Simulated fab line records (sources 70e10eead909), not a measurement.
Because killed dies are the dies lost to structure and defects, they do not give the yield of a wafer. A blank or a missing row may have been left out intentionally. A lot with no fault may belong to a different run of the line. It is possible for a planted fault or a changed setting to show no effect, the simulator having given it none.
Chamber matching / flow nandHarc / NHARC_P_M0_DESCUM_14 on rieDiel-05 has 4 sister chambers
The step chemistry O2, time 3 s. 14 wafers are shown with their chamber, then 7 later ones without.

## EACH WAFER AND ITS CHAMBER
wafer=L074.1; chamber=3; showerheadPlenumPTorr (Torr)=1.94; oesProductAu (a.u.)=0.999; throttleValvePct (%)=11.319
wafer=L074.5; chamber=0; showerheadPlenumPTorr (Torr)=1.90; oesProductAu (a.u.)=1.000; throttleValvePct (%)=11.307
wafer=L074.6; chamber=1; showerheadPlenumPTorr (Torr)=1.90; oesProductAu (a.u.)=0.994; throttleValvePct (%)=11.327
wafer=L075.2; chamber=0; showerheadPlenumPTorr (Torr)=1.90; oesProductAu (a.u.)=1.009; throttleValvePct (%)=11.304
wafer=L075.3; chamber=2; showerheadPlenumPTorr (Torr)=1.82; oesProductAu (a.u.)=1.011; throttleValvePct (%)=11.305
wafer=L075.6; chamber=0; showerheadPlenumPTorr (Torr)=1.89; oesProductAu (a.u.)=1.009; throttleValvePct (%)=11.309
wafer=L080.1; chamber=0; showerheadPlenumPTorr (Torr)=1.89; oesProductAu (a.u.)=0.995; throttleValvePct (%)=11.306
wafer=L080.2; chamber=3; showerheadPlenumPTorr (Torr)=1.93; oesProductAu (a.u.)=1.000; throttleValvePct (%)=11.305
wafer=L080.4; chamber=2; showerheadPlenumPTorr (Torr)=1.82; oesProductAu (a.u.)=0.994; throttleValvePct (%)=11.327
wafer=L087.4; chamber=2; showerheadPlenumPTorr (Torr)=1.82; oesProductAu (a.u.)=1.001; throttleValvePct (%)=11.301
wafer=L087.5; chamber=3; showerheadPlenumPTorr (Torr)=1.93; oesProductAu (a.u.)=1.000; throttleValvePct (%)=11.321
wafer=L087.6; chamber=2; showerheadPlenumPTorr (Torr)=1.82; oesProductAu (a.u.)=1.002; throttleValvePct (%)=11.309
wafer=L090.1; chamber=0; showerheadPlenumPTorr (Torr)=1.89; oesProductAu (a.u.)=1.004; throttleValvePct (%)=11.310
wafer=L090.2; chamber=1; showerheadPlenumPTorr (Torr)=1.90; oesProductAu (a.u.)=0.991; throttleValvePct (%)=11.313

SIGNATURES, as means of the wafers listed above
reading=showerheadPlenumPTorr; chamber 0=1.8940; chamber 1=1.9000; chamber 2=1.8200; chamber 3=1.9333; scatter within a chamber=0.00432
reading=oesProductAu; chamber 0=1.00340; chamber 1=0.99250; chamber 2=1.00200; chamber 3=0.99967; scatter within a chamber=0.00544
reading=throttleValvePct; chamber 0=11.30720; chamber 1=11.32000; chamber 2=11.31050; chamber 3=11.31500; scatter within a chamber=0.00817
Rule: for a wafer and a chamber, the distance is found by dividing, reading by reading, the gap between the wafer's reading and the chamber's mean by the reading's scatter, squaring, summing and taking the root. The wafer belongs to the nearest chamber; if the next one is less than 2 further off, it can't be placed. How the scatter is found: for the shown wafers, subtract from each reading the mean of its chamber, square and add these, divide the total by (wafers less chambers), then take the root.

## WAFERS MISSING THEIR CHAMBER
wafer=L090.5; showerheadPlenumPTorr (Torr)=1.82; oesProductAu (a.u.)=0.996; throttleValvePct (%)=11.328
wafer=L089.2; showerheadPlenumPTorr (Torr)=1.90; oesProductAu (a.u.)=1.003; throttleValvePct (%)=11.316
wafer=L089.3; showerheadPlenumPTorr (Torr)=1.82; oesProductAu (a.u.)=0.998; throttleValvePct (%)=11.306
wafer=L089.6; showerheadPlenumPTorr (Torr)=1.82; oesProductAu (a.u.)=0.995; throttleValvePct (%)=11.305
wafer=L095.1; showerheadPlenumPTorr (Torr)=1.93; oesProductAu (a.u.)=1.011; throttleValvePct (%)=11.325
wafer=L095.2; showerheadPlenumPTorr (Torr)=1.89; oesProductAu (a.u.)=1.002; throttleValvePct (%)=11.307
wafer=L095.6; showerheadPlenumPTorr (Torr)=1.93; oesProductAu (a.u.)=0.995; throttleValvePct (%)=11.322

## THE CHAMBER EACH PASSED THROUGH
wafer=L090.5; from the rows above=2; in truth=2
wafer=L089.2; from the rows above=can't be placed: 0 or 1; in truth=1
wafer=L089.3; from the rows above=2; in truth=2
wafer=L089.6; from the rows above=2; in truth=2
wafer=L095.1; from the rows above=3; in truth=3
wafer=L095.2; from the rows above=0; in truth=0
wafer=L095.6; from the rows above=3; in truth=3
Correctly placed: 6 of 7. Can't be placed from these rows: 1 (the true chamber is among the candidates in 1). Placed wrongly: 0.
